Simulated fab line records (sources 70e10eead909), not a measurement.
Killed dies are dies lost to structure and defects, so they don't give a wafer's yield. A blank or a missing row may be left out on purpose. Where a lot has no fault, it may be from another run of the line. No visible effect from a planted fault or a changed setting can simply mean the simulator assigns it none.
A struck lot beside a sound one | flow nand_harc | 40 out of 1159 route steps
Sound: wafers L728.2, L728.4, L728.5. Struck: wafers L736.2, L736.3, L736.6. The cause is named last.
Per side, at each step with rows, come the tool, then ch with its chambers, and then its first start. Under that, the readings that differ: sound wafers | struck wafers | difference of the means | sigmas: that difference in standard deviations of wafers without a fault.
alike: readings with means less than 2 such deviations apart, plus words and numbers identical on both sides. not compared: withheld readings, readings lacking a value on some wafer, bounds such as >300 that could conceal the same value, and numbers that have no deviation in the record and whose values overlap.
Wherever a step has rows on one side only, a row that says differs or no value, or a row with sigmas, the two part there. Numbers that have no deviation but don't overlap get no sigmas and don't part them. A reading missing from all wafers of one side parts the sides only when that side holds two or more wafers.

first, 7 steps without rows for these wafers: NHARC_A_BLC_COAT_03 (time 65 s); NHARC_A_BLC_COAT_04 (resist thk 90 nm); NHARC_A_BLC_SOFTBAKE_05 (time 55 s); NHARC_A_BLC_EBR_06; NHARC_A_BLC_EXPOSE_07 (exposes mask A BLC, target cd 100 nm); NHARC_A_BLC_PEB_08 (peb time 65 s); NHARC_A_BLC_DEVELOP_09 (develop time 35 s).
NHARC_A_BLC_CD_MEAS_10 targets a cd of 100 nm.
  sound on cd_sem-01 ch 0, day 18 11:08; struck on cd_sem-01 ch 0, day 20 06:02
  alike: cd_nm
NHARC_A_BLC_OVL_MEAS_11:
  sound on overlay-02 at day 18 11:13; struck on overlay-01 at day 20 06:07
  alike: overlay_x_nm, overlay_y_nm
NHARC_A_BLC_INSPECT_12:
  sound on defect_inspect-02 at day 18 11:16; struck on defect_inspect-02 at day 20 06:10
  alike: raw_defect_count
then, 1 step without rows for these wafers: NHARC_A_BLC_DESCUM_15 (chemistry O2, time 3 s).
NHARC_A_BLC_ETCH_16: etches the open film in CF4, target depth 39 nm, time 65 s.
  sound on rie_diel-13 ch 0,3, day 18 11:26; struck on rie_diel-13 ch 1,2, day 20 06:18
  alike: drypump_motor_current_A, oes_product_au, rf_vpp_V, showerhead_plenum_p_Torr, throttle_valve_pct
  not compared: rf_hours_counter_h
NHARC_A_BLC_ETCH_17: etches the open film in N2/H2, target depth 390 nm, time 609.38 s.
  sound on rie_diel-13 ch 0,3, day 18 11:31; struck on rie_diel-13 ch 0,1,3, day 20 06:26
  alike: drypump_motor_current_A, oes_product_au, rf_vpp_V, showerhead_plenum_p_Torr, throttle_valve_pct
  not compared: rf_hours_counter_h
NHARC_A_BLC_ETCH_18: etches the open film in C4F8/O2/Ar, target depth 910 nm.
  sound: rie_diel-13 ch 0,3; struck: rie_diel-13 ch 2,3
  alike: oes_product_au, rf_vpp_V
  not compared: rf_hours_counter_h
NHARC_A_BLC_CD_MEAS_19:
  sound on cd_sem-02 at day 18 12:28; struck on cd_sem-01 at day 20 07:11
  alike: cd_nm
then, 1 step without rows for these wafers: NHARC_A_BLC_STRIP_29 (strips in CF4).
NHARC_A_BLC_STRIP_21: strips in O2.
  sound on rie_diel-04 ch 0,2, day 18 12:40; struck on rie_diel-01 ch 0,2, day 20 07:22
  alike: drypump_motor_current_A, oes_product_au, rf_vpp_V, showerhead_plenum_p_Torr, throttle_valve_pct
  not compared: rf_hours_counter_h
then, 1 step without rows for these wafers: NHARC_A_BLC_STRIP_22 (strips in post etch residue remover, time 600 s).
NHARC_A_BLC_DEGAS_30: time 60 s.
  sound on pvd_sputter-01 at day 18 13:06; struck on pvd_sputter-02 at day 20 07:48
  alike: heater_power_w
then, 2 steps without rows for these wafers: NHARC_A_BLC_PRE_CLEAN_31 (time 15 s); NHARC_A_BLC_PVD_32 (deposits Ti, target thk 5 nm, time 17.7 s).
NHARC_A_BLC_ALD_23: deposits TiN, target thk 3 nm, pulse time 1 s, ald cycles 150.
  sound on ald_metal-04 ch 0,1, day 18 13:20; struck on ald_metal-04 ch 0,2, day 20 08:01
  alike: heater_power_w, precursor_pulse_height_rel
then, 13 steps without rows for these wafers: NHARC_A_BLC_CVD_24 (deposits W, target thk 150 nm, time 434 s); NHARC_A_BLC_CMP_25 (polishes, t overpolish 30 s, target thk 150 nm); NHARC_A_BLC_SRD_27; NHARC_A_M0_DEP_00 (deposits SiOC, target thk 150 nm); NHARC_A_M0_DEHYDRATE_01 (time 120 s); NHARC_A_M0_HMDS_02 (time 30 s); NHARC_A_M0_COAT_33 (time 65 s); NHARC_A_M0_COAT_03 (resist thk 90 nm); NHARC_A_M0_SOFTBAKE_04 (time 55 s); NHARC_A_M0_EBR_05; NHARC_A_M0_EXPOSE_06 (exposes mask A M0, target cd 80 nm); NHARC_A_M0_PEB_07 (peb time 65 s); NHARC_A_M0_DEVELOP_08 (develop time 35 s).
NHARC_A_M0_CD_MEAS_09 targets a cd of 80 nm.
  sound on cd_sem-02 ch 0, day 18 17:11; struck on cd_sem-02 ch 0, day 20 09:56
  alike: cd_nm
NHARC_A_M0_OVL_MEAS_10: pitch 160 nm.
  sound on overlay-02 at day 18 17:16; struck on overlay-01 at day 20 10:01
  alike: overlay_x_nm, overlay_y_nm
then, 2 steps without rows for these wafers: NHARC_A_M0_DESCUM_14 (chemistry O2, time 3 s); NHARC_A_M0_ETCH_34 (etches the open film in N2/H2, target depth 40 nm, overetch 12 nm, time 43.94 s).
NHARC_END_SORT_01:
  sound on prober-02 ch 0, day 20 12:07; struck on prober-01 ch 0, day 22 04:32
  reading         | sound    | struck     | difference | sigmas
  killed_at_array | 31 30 31 | 108 98 80  | +65        | +5
  killed_dies     | 33 33 37 | 115 104 83 | +66        | +6
  alike: killed_at_other, killed_at_periphery, killed_open, killed_short

== WHERE THEY PART ==
At NHARC_END_SORT_01 and nowhere else, as far as this record goes.

WHY: what the simulator had put in
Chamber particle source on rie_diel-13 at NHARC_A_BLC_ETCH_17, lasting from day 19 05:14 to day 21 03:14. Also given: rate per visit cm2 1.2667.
